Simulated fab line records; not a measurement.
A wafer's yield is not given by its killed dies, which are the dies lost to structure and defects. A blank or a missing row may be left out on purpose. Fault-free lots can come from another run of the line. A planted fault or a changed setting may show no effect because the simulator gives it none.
Split-lot trial    flow n5_finfet    39 wafers read from 7 lots, route of 1938 steps

== ABOUT THE SPLIT ==
At N5_FIN_CUT_ETCH_21 (etches SOC in N2/H2, target depth 219 nm, overetch 43.8 nm, time 523.5 s), the setting time_s was moved away from the recipe's 523.5 s on 18 of the 39 wafers read, by -18.2% to +23.4%. The other wafers ran this setting at the recipe's value.

== FROM THE SPLIT TO THE READING: what the file shows between them, 4 steps ==
- N5_FIN_CUT_STRIP_23: strips in N2/H2
- N5_FIN_CUT_STRIP_31: strips in N2/H2
- N5_FIN_CUT_STRIP_24: strips in CF4
- N5_FIN_CUT_CUT_ETCH_26: etches SiNx in CH3F/O2, target depth 39 nm, time 55.7 s

== THE READING ==
FIN_CUT.cd_offset_nm (the simulator's own value, which no gauge read), in nm, at N5_FIN_CUT_CUT_ETCH_27 (etches SiO2 in CHF3/O2, target depth 4 nm, overetch 2 nm, time 4.9 s). No usual value for it is given in the file. Average -0.0 nm, standard deviation 0.5 nm, over the 21 wafers here run with the recipe.

wafer   tool, chamber at the split  time_s as run, s  against the recipe  FIN_CUT.cd_offset_nm, nm  against lot-mates on the recipe
L074.1  rie_diel-06, 0              428               -18.2%              -2                        -1.8
L074.2  rie_diel-06, 1              523.5             recipe              -0.6                      -
L074.6  rie_diel-06, 0              523.5             recipe              -0.6                      -
L074.3  rie_diel-06, 2              428               -18.2%              -1                        -0.8
L074.4  rie_diel-06, 3              523.5             recipe              0.6                       -
L074.5  rie_diel-06, 1              428               -18.2%              -1.6                      -1.4
L076.1  rie_diel-05, 3              523.5             recipe              -0.2                      -
L076.2  rie_diel-05, 2              643.2             +22.9%              1                         +1.1
L076.3  rie_diel-05, 0              523.5             recipe              0.4                       -
L076.4  rie_diel-05, 1              643.2             +22.9%              1.2                       +1.3
L076.5  rie_diel-05, 2              523.5             recipe              -0.6                      -
L076.6  rie_diel-05, 1              643.2             +22.9%              1.4                       +1.5
L078.1  rie_diel-06, 2              645.9             +23.4%              1.2                       +1.5
L078.2  rie_diel-06, 3              645.9             +23.4%              1.4                       +1.7
L078.3  rie_diel-06, 0              523.5             recipe              -0.8                      -
L078.4  rie_diel-06, 1              645.9             +23.4%              1                         +1.3
L078.5  rie_diel-06, 1              523.5             recipe              -0.2                      -
L078.6  rie_diel-06, 2              523.5             recipe              0.2                       -
L079.1  rie_diel-06, 3              523.5             recipe              1                         -
L079.2  rie_diel-06, 0              559.9             +7.0%               0.4                       -0.2
L079.3  rie_diel-06, 1              523.5             recipe              0.6                       -
L079.4  rie_diel-06, 2              559.9             +7.0%               1.4                       +0.8
L079.5  rie_diel-06, 3              559.9             +7.0%               1.4                       +0.8
L079.6  rie_diel-06, 0              523.5             recipe              0.2                       -
L087.1  rie_diel-05, 1              523.5             recipe              -0.6                      -
L087.2  rie_diel-05, 2              643.9             +23.0%              0.8                       +1.3
L087.3  rie_diel-05, 0              523.5             recipe              -0.2                      -
L087.4  rie_diel-05, 1              643.9             +23.0%              0.4                       +0.9
L087.5  rie_diel-05, 0              643.9             +23.0%              1.2                       +1.7
L087.6  rie_diel-05, 2              523.5             recipe              -0.8                      -
L090.1  rie_diel-06, 3              523.5             recipe              0.4                       -
L090.5  rie_diel-06, 2              523.5             recipe              0.4                       -
L090.2  rie_diel-06, 2              428.8             -18.1%              -0.6                      -0.7
L090.3  rie_diel-06, 1              523.5             recipe              -0.4                      -
L090.4  rie_diel-06, 0              428.8             -18.1%              -1.4                      -1.5
L090.6  rie_diel-06, 3              428.8             -18.1%              -1                        -1.1
L095.1  rie_diel-05, 0              523.5             recipe              -0.2                      -
L095.2  rie_diel-05, 1              523.5             recipe              0.2                       -
L095.4  rie_diel-05, 3              523.5             recipe              0.2                       -

THE FIT
A straight line over all 39 wafers: FIN_CUT.cd_offset_nm changes by +0.0563 nm for each +1% of time_s; r = +0.82; the points scatter about the line by 0.52 nm.
The same after taking each lot's own level away (the mean of its wafers on the recipe; 39 wafers): +0.0627 nm for each +1%; r = +0.91; scatter 0.37 nm.
That fit puts the effect of the largest move of time_s on the reading at 1.5 nm.
From -0.53 to 0.60 nm: that is the span of the lots' own levels, equal to 2.2 times the standard deviation above.
So the slope is not independent of the lot-to-lot level: the two fits are not the same.
Check: for one of the wafers moved furthest among these (+23.4%), held out of the fit, the line's prediction against its lot-mates is +1.44 nm. It came out at +1.47 nm against them.

== THE WHOLE CHAIN: every reading that the file lists as answering this split, in the file's order ==
step                    what it does                                                              reading                                                                           change (the file's fit)                 r (the file's)
N5_FIN_CUT_ETCH_21      etches SOC in N2/H2, target depth 219 nm, overetch 43.8 nm, time 523.5 s  SiARC_of_FIN_CUT_COAT_19.thk_nm (the simulator's own value, which no gauge read)  -0.0814 nm for each +1% of the setting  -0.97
N5_FIN_CUT_ETCH_21      etches SOC in N2/H2, target depth 219 nm, overetch 43.8 nm, time 523.5 s  FIN_CUT.cd_offset_nm (the simulator's own value, which no gauge read)             +0.0611 nm for each +1% of the setting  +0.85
N5_FIN_CUT_CUT_ETCH_26  etches SiNx in CH3F/O2, target depth 39 nm, time 55.7 s                   FIN_CUT.cd_offset_nm (the simulator's own value, which no gauge read)             +0.0594 nm for each +1% of the setting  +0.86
N5_FIN_CUT_CUT_ETCH_27  etches SiO2 in CHF3/O2, target depth 4 nm, overetch 2 nm, time 4.9 s      FIN_CUT.cd_offset_nm (the simulator's own value, which no gauge read)             +0.0622 nm for each +1% of the setting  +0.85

== FILE'S OWN FIT ==
FIN_CUT.cd_offset_nm changes by +0.0622 nm for each +1% of time_s, r = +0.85.
